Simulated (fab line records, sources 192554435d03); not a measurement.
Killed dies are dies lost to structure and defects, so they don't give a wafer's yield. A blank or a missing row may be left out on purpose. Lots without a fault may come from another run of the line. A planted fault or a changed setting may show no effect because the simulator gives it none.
Chamber matching | flow n5_finfet | N5_FIN_SAQP_STRIP_70 on rie_diel-01: 4 sister chambers
The step strips in N2/H2. 16 wafers are shown with their chamber, then 8 later ones without.

WAFERS WITH THEIR CHAMBER
wafer  | chamber | drypump_motor_current_A (A) | showerhead_plenum_p_Torr (Torr) | throttle_valve_pct (%)
L074.2 | 0       | 5.3                         | 3.57                            | 18.56
L074.3 | 1       | 5.9                         | 3.48                            | 19.07
L074.4 | 0       | 5.3                         | 3.57                            | 18.57
L075.4 | 0       | 5.3                         | 3.57                            | 18.58
L075.5 | 1       | 5.9                         | 3.48                            | 19.05
L075.6 | 3       | 5.7                         | 3.31                            | 18.87
L076.2 | 3       | 5.7                         | 3.31                            | 18.89
L076.3 | 0       | 5.3                         | 3.57                            | 18.59
L076.5 | 1       | 5.9                         | 3.48                            | 19.06
L078.1 | 2       | 6.1                         | 3.57                            | 18.46
L078.3 | 0       | 5.3                         | 3.57                            | 18.62
L078.4 | 0       | 5.3                         | 3.57                            | 18.61
L085.1 | 3       | 5.7                         | 3.30                            | 18.50
L085.2 | 2       | 6.1                         | 3.56                            | 18.49
L085.3 | 0       | 5.2                         | 3.56                            | 18.63
L088.2 | 1       | 5.9                         | 3.46                            | 19.12

SIGNATURES (means of the wafers above)
reading                  | chamber 0 | chamber 1 | chamber 2 | chamber 3 | scatter within a chamber
drypump_motor_current_A  | 5.286     | 5.900     | 6.100     | 5.700     | 0.0267
showerhead_plenum_p_Torr | 3.5686    | 3.4750    | 3.5650    | 3.3067    | 0.00647
throttle_valve_pct       | 18.5943   | 19.0750   | 18.4750   | 18.7533   | 0.0931
Rule: a wafer's distance from a chamber is the root of the sum, over the readings, of the square of ((its reading less the chamber's mean) divided by the reading's scatter). The wafer belongs to the nearest chamber; if the next one is less than 2 further off, it can't be placed. The scatter: the root of (the sum of the squares of (reading less its chamber's mean) over the shown wafers, divided by (wafers less chambers)).

WAFERS WITHOUT THEIR CHAMBER
wafer  | drypump_motor_current_A (A) | showerhead_plenum_p_Torr (Torr) | throttle_valve_pct (%)
L088.3 | 6.1                         | 3.56                            | 18.49
L088.5 | 5.2                         | 3.55                            | 18.63
L092.2 | 6.1                         | 3.55                            | 18.50
L092.5 | 5.7                         | 3.29                            | 18.53
L092.6 | 5.3                         | 3.55                            | 18.66
L093.1 | 6.1                         | 3.55                            | 18.52
L093.3 | 5.7                         | 3.29                            | 18.51
L093.6 | 5.7                         | 3.29                            | 18.52

WHICH CHAMBER EACH WENT THROUGH
wafer  | from the rows above | in truth
L088.3 | 2                   | 2
L088.5 | 0                   | 0
L092.2 | 2                   | 2
L092.5 | 3                   | 3
L092.6 | 0                   | 0
L093.1 | 2                   | 2
L093.3 | 3                   | 3
L093.6 | 3                   | 3
Placed correctly: 8 of 8. Can't be placed from these rows: 0. Placed wrongly: 0.
